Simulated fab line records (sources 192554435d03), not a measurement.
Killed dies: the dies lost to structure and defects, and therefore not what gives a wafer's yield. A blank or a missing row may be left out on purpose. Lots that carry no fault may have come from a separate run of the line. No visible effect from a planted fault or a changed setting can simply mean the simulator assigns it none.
Matching of chambers | flow n5-finfet | N5_FIN_SAQP_HM_OPEN_73 on rie-diel-06 has 4 sister chambers
The step chemistry CHF3/O2, target SiO2, stops on a-Si, target depth 12 nm, time 16.8 s. 4 wafers are shown with their chamber, then 7 later ones without.

WAFERS WITH THEIR CHAMBER
wafer  | chamber | drypump-motor-current-A (A)
L086.6 | 0       | 5.7
L089.4 | 1       | 6.5
L090.1 | 3       | 5.3
L090.4 | 2       | 5.4

WAFERS WITHOUT THEIR CHAMBER
wafer  | drypump-motor-current-A (A)
L090.6 | 5.3
L093.1 | 5.7
L093.4 | 5.4
L093.5 | 5.8
L094.2 | 5.7
L094.5 | 5.3
L094.6 | 5.4

WHICH CHAMBER EACH WENT THROUGH
wafer  | from the rows above | in truth
L090.6 | 3                   | 3
L093.1 | 0                   | 0
L093.4 | 2                   | 2
L093.5 | 0                   | 0
L094.2 | 0                   | 0
L094.5 | 3                   | 3
L094.6 | 2                   | 2
7 of 7 placed correctly. Number that these rows cannot place: 0. 0 placed wrongly.
How it was worked out, from the rows above alone: a wafer's distance from a chamber is the root of the sum, over the readings, of the square of ((its reading less the chamber's mean) divided by the reading's scatter). The wafer belongs to the nearest chamber; if the next one is less than 2 further off, it can't be placed. For every chamber, the mean is computed from those of its wafers that are shown. The scatter: root of mean squared gap, hidden wafer to nearest shown wafer, with one shown wafer a chamber.
